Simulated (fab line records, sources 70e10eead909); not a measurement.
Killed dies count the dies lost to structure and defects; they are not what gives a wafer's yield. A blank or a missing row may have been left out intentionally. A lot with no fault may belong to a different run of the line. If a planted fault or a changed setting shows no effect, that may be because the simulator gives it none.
fab line records | flow nand_harc
record: lots: 6 wafers: 18 last_day: 33
route steps=1302 shown THIN_TSV@1283 END@1302
lots that met no fault: taken from a fault-free run of the same line
start_h: the number of hours between the record's first day and the start of the first shown wafer of the lot | wait_h: time in hours since the lot's previous step | " same as the row above | L1.1+2: several wafers, shown together as one row | - no value, or no start was given | * or withheld: withheld | < > ~ a bound
route shown NAME@n: NAME is a module with steps in the file, n the number in the route of the first one | usual: average and standard deviation across the fault-free wafers | same: alike in all rows | chamber/n: place in a boat | sites: each site's reading | _std_site: standard deviation across them | _edge_site: inner sites' mean taken away from outer sites' mean | radius_mm: how far each site lies from the wafer's centre | mask NAME#n: copy n | behind: tool/chamber where the wafer was last shaped | hold: what put the lot on hold/how long, in hours/how the hold closed | device: names the non-switching transistor (n, p or np) | end of line: the tests these same wafers got at the end of their route | a step without rows: its recipe alone | killed: at the first sort, the dies lost to defects and structure; wafer yield is something else | map: a wafer's dies, marking killed ones x, the rest . and places with no die _
set.NAME: setting as actually run; set.NAME@STEP: the setting as run at that earlier step | model.NAME: the simulator's own value behind a step, which no gauge read
a table for each step, a row for each wafer; lots at some steps of the route
services: from which hour (start_h, from the record's first day; less than 0 if before it) a tool's chamber was out of use, for how many hours, and why
== steps ==
step: NHARC_THIN_TSV_DEHYDRATE_25
recipe: temp_c: 150 time_s: 120
step: NHARC_THIN_TSV_HMDS_26
recipe: time_s: 30
step: NHARC_THIN_TSV_COAT_27
recipe: spin_rpm: *
step: NHARC_THIN_TSV_SOFTBAKE_28
recipe: temp_c: 122 time_s: 95
step: NHARC_THIN_TSV_EBR_29
step: NHARC_THIN_TSV_EXPOSE_30
recipe: na: 0.55 dose_mj: 11.47 mask_id: PAD
step: NHARC_THIN_TSV_PEB_31
recipe: peb_temp_c: 118 peb_time_s: 85
step: NHARC_THIN_TSV_DEVELOP_32
recipe: time_s: 70
step: NHARC_THIN_TSV_CD_MEAS_33
recipe: target_cd_nm: 5000 landing_energy_ev: 500
usual: cd_nm: 5001.1/1.5
columns lot.wafer tool chamber start_h wait_h cd_nm
L926.1 cd_sem-03 0 569.59 - 4999.3
L926.4 " 0 " " 5000.0
L926.6 " 0 " " 5003.1
L932.1 cd_sem-01 0 625.98 - 5000.6
L932.3 " 0 " " 5000.6
L932.5 " 0 " " 5001.3
L933.1 cd_sem-02 0 649.68 - 5000.7
L933.3 " 0 " " 5003.0
L933.5 " 0 " " 5004.6
L941.2 cd_sem-03 0 712.35 - 4999.5
L941.4 " 0 " " 4998.8
L941.5 " 0 " " 4997.8
L945.1 cd_sem-01 0 784.56 - 5003.5
L945.2 " 0 " " 5002.6
L945.4 " 0 " " 5002.8
L946.1 cd_sem-01 0 785.98 - 5001.1
L946.2 " 0 " " 5001.0
L946.5 " 0 " " 4999.7
step: NHARC_THIN_TSV_HARDBAKE_34
recipe: temp_c: 125 time_s: 80
step: NHARC_THIN_TSV_DESCUM_35
recipe: time_s: 3 o2_flow_sccm: 200 ar_flow_sccm: 0 bias_power_w: 0 chemistry: O2
usual: drypump_motor_current_A: 5.52/0.28 oes_product_au: 1.007/0.0091 rf_vpp_V: 57.6/0.79 showerhead_plenum_p_Torr: 1.88/0.075 throttle_valve_pct: 11.312/0.0091
same: bias_power_w: 0
columns lot.wafer tool chamber start_h wait_h drypump_motor_current_A oes_product_au rf_hours_counter_h rf_vpp_V showerhead_plenum_p_Torr throttle_valve_pct
L926.1 rie_diel-03 2 569.75 - 5.09 0.993 4 57.2 1.79 11.315
L926.4 " 2 " " 5.10 1.003 - 56.7 1.79 11.299
L926.6 " 1 " " 5.46 1.021 - 57.9 1.88 11.312
L932.1 rie_diel-05 0 626.14 - 5.48 1.026 3 58.7 1.87 11.323
L932.3 " 2 " " 5.82 1.002 3 56.3 1.80 11.314
L932.5 " 1 " " 5.97 1.014 - 56.5 1.85 11.325
L933.3 rie_diel-05 2 649.87 - 5.82 0.997 4 57.3 1.80 11.296
L933.1 " 3 " " 5.45 1.018 4 58.1 1.85 11.296
L933.5 " 1 " " 5.94 1.012 - 56.6 1.85 11.313
L941.2 rie_diel-10 0 712.52 - 5.06 0.992 5 57.3 1.83 11.314
L941.4 " 1 " " 5.59 1.015 5 58.2 2.05 11.304
L941.5 " 0 " " 5.07 1.010 - 57.1 1.83 11.310
L945.1 rie_diel-03 0 784.72 - 5.99 1.005 8 57.4 1.86 11.301
L945.2 " 1 " " 5.50 0.997 9 57.9 1.88 11.301
L945.4 " 2 " " 5.13 1.005 8 56.3 1.78 11.310
L946.2 rie_diel-10 3 786.16 - 5.65 1.008 0 58.3 1.91 11.304
L946.1 " 0 " " 5.07 0.987 0 56.8 1.83 11.302
L946.5 " 2 " " 5.51 1.008 - 57.5 1.87 11.315
step: NHARC_THIN_TSV_ETCH_59
recipe: target_depth_a: 8800 icp_w: 900 bias_w: 100 Cl2_flow_sccm: 60 bcl3_flow_sccm: 30 time_s: 138.1 chemistry: Cl2/BCl3
usual: bias_w: 100.00/0.27 drypump_motor_current_A: 5.5/0.5 oes_product_au: 1.000/0.0094 throttle_valve_pct: 22.263/0.0096
columns lot.wafer tool chamber start_h wait_h bias_w drypump_motor_current_A oes_product_au rf_hours_counter_h throttle_valve_pct
L926.1 rie_metal-03 0 569.90 0.1 99.50 6.1 1.005 0.6 22.261
L926.4 " 0 " " 100.20 6.1 1.007 - 22.251
L926.6 " 0 " " 99.86 6.1 1.001 - 22.275
L932.1 rie_metal-01 0 626.27 0.1 100.10 5.0 1.008 1.1 22.259
L932.3 " 0 " " 100.32 5.0 1.006 - 22.250
L932.5 " 0 " " 99.84 5.0 1.007 - 22.257
L933.1 rie_metal-01 1 649.98 0.1 99.62 5.6 0.996 0.9 22.266
L933.3 " 1 " " 100.06 5.6 0.991 - 22.264
L933.5 " 1 " " 99.82 5.6 1.003 - 22.275
L941.2 rie_metal-03 0 712.64 0.1 100.17 6.0 0.998 0.3 22.250
L941.4 " 1 " " 99.18 5.2 0.985 - 22.275
L941.5 " 0 " " 99.82 6.0 1.007 - 22.257
L945.2 rie_metal-02 1 784.86 0.1 100.21 6.4 1.007 2.9 22.253
L945.1 " 0 " " 99.96 5.2 1.018 2.5 22.263
L945.4 " 1 " " 100.11 6.5 1.000 - 22.262
L946.1 rie_metal-01 1 786.27 0.1 99.72 5.6 1.001 0.6 22.282
L946.2 " 0 " " 100.04 5.0 1.004 0.6 22.275
L946.5 " 0 " " 100.14 5.0 1.001 - 22.253
step: NHARC_THIN_TSV_ETCH_36
recipe: target_depth_a: 650 over_etch_frac: 0.3 time_s: 18.571 ion_energy_ev: 150 chemistry: Cl2/BCl3
usual: drypump_motor_current_A: 5.5/0.5 oes_product_au: 0.998/0.0089
same: over_etch_frac: 0.3
columns lot.wafer tool chamber start_h wait_h drypump_motor_current_A oes_product_au rf_hours_counter_h
L926.1 rie_metal-03 1 570.16 0.2 5.2 0.987 0.8
L926.4 " 1 " " 5.2 0.988 -
L926.6 " 0 " " 6.0 0.997 -
L932.1 rie_metal-01 0 626.75 0.4 5.0 0.847 1.4
L932.3 " 0 " " 5.0 0.854 -
L932.5 " 0 " " 5.0 0.855 -
L933.1 rie_metal-01 0 650.24 0.2 5.0 0.845 1.8
L933.3 " 1 " " 5.6 0.853 -
L933.5 " 0 " " 5.0 0.847 -
L941.2 rie_metal-03 0 712.91 0.2 6.0 0.993 0.4
L941.4 " 1 " " 5.2 0.982 -
L941.5 " 0 " " 6.1 0.997 -
L945.1 rie_metal-02 1 785.11 0.2 6.5 1.000 3.1
L945.2 " 0 " " 5.2 1.024 2.6
L945.4 " 0 " " 5.2 1.013 -
L946.2 rie_metal-01 1 786.53 0.2 5.6 1.001 0.8
L946.1 " 0 " " 5.0 1.004 0.8
L946.5 " 0 " " 5.0 1.002 -
step: NHARC_THIN_TSV_STRIP_56
recipe: power_w: 1500 temp_c: 250 chemistry: O2
usual: drypump_motor_current_A: 5.8/0.34 heater_power_w: 355/27
columns lot.wafer tool chamber start_h wait_h drypump_motor_current_A heater_power_w rf_hours_counter_h
L926.1 plasma_asher-02 1 570.30 0.1 5.3 314 28
L926.4 " 0 " " 5.5 343 -
L926.6 " 1 " " 5.3 314 -
L932.1 plasma_asher-01 1 626.88 0.1 5.9 379 20
L932.3 " 1 " " 5.9 386 -
L932.5 " 1 " " 5.9 396 -
L933.1 plasma_asher-01 0 650.39 0.1 6.2 353 25
L933.3 " 1 " " 5.9 391 -
L933.5 " 1 " " 5.9 385 -
L941.2 plasma_asher-01 0 713.00 0.1 6.2 353 2
L941.4 " 1 " " 5.9 406 -
L941.5 " 0 " " 6.2 365 -
L945.2 plasma_asher-02 0 785.22 0.1 5.5 345 35
L945.1 " 1 " " 5.3 309 35
L945.4 " 0 " " 5.5 336 -
L946.2 plasma_asher-02 1 786.63 0.1 5.3 320 35
L946.1 " 0 " " 5.5 337 35
L946.5 " 0 " " 5.5 336 -
step: NHARC_END_SORT_01
recipe: temp_c: 25
usual: defect_limited_yield: 90.9/2.7 killed_at_array: 57/19 killed_at_other: 0.9/1.1 killed_at_periphery: 4.0/2.6 killed_dies: 62/19 killed_open: 3.3/1.8 killed_short: 2.4/1.7
same: gross_dies: 677
columns lot.wafer tool chamber start_h wait_h defect_limited_yield[%] killed_at_array killed_at_other killed_at_periphery killed_dies killed_open killed_short
L926.1 prober-01 0 580.11 2.5 95.4 25 0 6 31 2 5
L926.4 prober-01 0 582.50 3.4 94.2 30 1 8 39 4 0
L926.6 prober-01 0 584.09 4.0 96.0 16 1 10 27 3 1
L932.1 prober-02 0 635.22 2.5 87.6 78 1 5 84 5 3
L932.3 prober-02 0 636.83 3.1 87.9 76 0 6 82 4 3
L932.5 prober-02 0 638.44 3.7 89.7 68 0 2 70 3 5
L933.1 prober-02 0 658.84 2.5 88.6 73 1 3 77 3 1
L933.3 prober-02 0 660.43 3.1 91.7 51 2 3 56 5 1
L933.5 prober-02 0 662.03 3.7 90.5 59 3 2 64 2 1
killed by level:class
L926.1 A_CHANNEL_HOLE_D2:chamber_film_flake=6 A_CHANNEL_HOLE_D1:chamber_film_flake=5 A_CONTACT:chamber_film_flake=4 A_SLIT:chamber_film_flake=3 A_ONON_D2:geometric_particle:short=2 P_CONTACT:chamber_film_flake=2 A_BONDPAD:chamber_film_flake=2 P_CONTACT:geometric_particle:open=1
L926.4 A_CHANNEL_HOLE_D2:chamber_film_flake=17 P_CONTACT:chamber_film_flake=4 A_SLIT:chamber_film_flake=4 P_GATE:chamber_film_flake=2 A_WL_FILL:chamber_film_flake=2 A_CONTACT:chamber_film_flake=2 P_GATE:geometric_particle:open=1 A_CHANNEL_FILL_D1:geometric_particle:open=1
L926.6 P_CONTACT:chamber_film_flake=6 A_CHANNEL_HOLE_D2:chamber_film_flake=5 P_ZERO_WELL:chamber_film_flake=2 A_CONTACT:chamber_film_flake=2 A_BONDPAD:chamber_film_flake=2 P_M0:geometric_particle:open=1 A_CHANNEL_FILL_D1:geometric_particle:open=1 A_CHANNEL_FILL_D2:geometric_particle:open=1
L932.1 A_CHANNEL_HOLE_D1:chamber_film_flake=30 A_SLIT:chamber_film_flake=28 A_CHANNEL_HOLE_D2:chamber_film_flake=9 A_CONTACT:chamber_film_flake=3 P_M0:geometric_particle:open=2 A_WL_FILL:geometric_particle:short=2 P_M2:chamber_film_flake=2 A_ONON_D2:geometric_particle:open=1
L932.3 A_CHANNEL_HOLE_D1:chamber_film_flake=31 A_SLIT:chamber_film_flake=17 A_CHANNEL_HOLE_D2:chamber_film_flake=15 P_ZERO_WELL:chamber_film_flake=3 A_CONTACT:chamber_film_flake=3 A_ZERO_WELL:chamber_film_flake=2 A_DECK1_JOINT:chamber_film_flake=2 P_GATE:geometric_particle:open=1
L932.5 A_CHANNEL_HOLE_D1:chamber_film_flake=32 A_SLIT:chamber_film_flake=14 A_ZERO_WELL:chamber_film_flake=4 A_CHANNEL_HOLE_D2:chamber_film_flake=4 A_CONTACT:chamber_film_flake=3 A_WL_FILL:geometric_particle:short=2 A_CHANNEL_FILL_D1:chamber_film_flake=2 A_STAIRCASE:chamber_film_flake=2
L933.1 A_SLIT:chamber_film_flake=32 A_CHANNEL_HOLE_D1:chamber_film_flake=26 A_STAIRCASE:chamber_film_flake=6 A_DECK1_JOINT:chamber_film_flake=3 P_GATE:chamber_film_flake=2 A_ONON_D1:geometric_particle:open=1 A_CHANNEL_FILL_D1:geometric_particle:open=1 A_ONON_D2:geometric_particle:open=1
L933.3 A_CHANNEL_HOLE_D1:chamber_film_flake=21 A_SLIT:chamber_film_flake=16 A_CHANNEL_HOLE_D2:unspecified=4 A_WL_FILL:geometric_particle:open=2 A_STAIRCASE:chamber_film_flake=2 A_CONTACT:chamber_film_flake=2 THIN_TSV:chamber_film_flake=2 P_STI:geometric_particle:short=1
L933.5 A_CHANNEL_HOLE_D1:chamber_film_flake=29 A_SLIT:chamber_film_flake=16 A_CONTACT:chamber_film_flake=6 THIN_TSV:chamber_film_flake=3 P_STI:chamber_film_flake=2 A_CHANNEL_HOLE_D2:unspecified=2 A_STAIRCASE:chamber_film_flake=2 A_ONON_D1:geometric_particle:open=1
== services ==
columns tool chamber start_h hours kind
rie_diel-03 0 560.98 16.7 repair
rie_diel-03 1 571.06 3.0 repair
rie_metal-01 - 575.00 9.0 pm
rie_diel-05 - 583.60 9.0 pm
rie_diel-10 - 596.56 9.0 pm
rie_diel-03 - 602.48 0.8 repair
plasma_asher-02 - 613.62 9.0 pm
rie_diel-10 3 621.14 7.9 repair
rie_metal-01 1 621.90 15.7 repair
rie_diel-10 2 622.55 3.5 repair
rie_metal-02 - 631.00 9.0 pm
rie_diel-03 - 636.27 9.0 pm
rie_diel-03 3 662.45 7.0 repair
rie_metal-03 - 696.00 9.0 pm
plasma_asher-01 - 696.24 9.0 pm
rie_diel-05 - 697.62 1.1 repair
rie_diel-03 3 707.13 8.7 repair
plasma_asher-02 - 717.55 1.2 repair
rie_diel-03 3 725.68 4.3 repair
rie_diel-10 3 727.15 7.1 repair
rie_metal-03 - 746.35 0.9 repair
rie_metal-01 - 752.00 9.0 pm
plasma_asher-01 - 763.82 0.7 repair
rie_metal-01 - 768.21 0.5 repair
== key ==
first_sign: step: NHARC_THIN_TSV_ETCH_36 reading: oes_product_au direction: down sigmas: 17 usual: 0.998 struck: 0.850
effect none on later readings
met_at NHARC_THIN_TSV_ETCH_36
struck_wafers L932.1,L932.3,L932.5,L933.1,L933.3,L933.5
fault: kind: process_parameter_drift tool: rie_metal-01 chamber: - onset_h: 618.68 steps: NHARC_THIN_TSV_ETCH_36 channel: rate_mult offset: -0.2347 shape: step end_h: 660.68 scope: struck_wafers_only
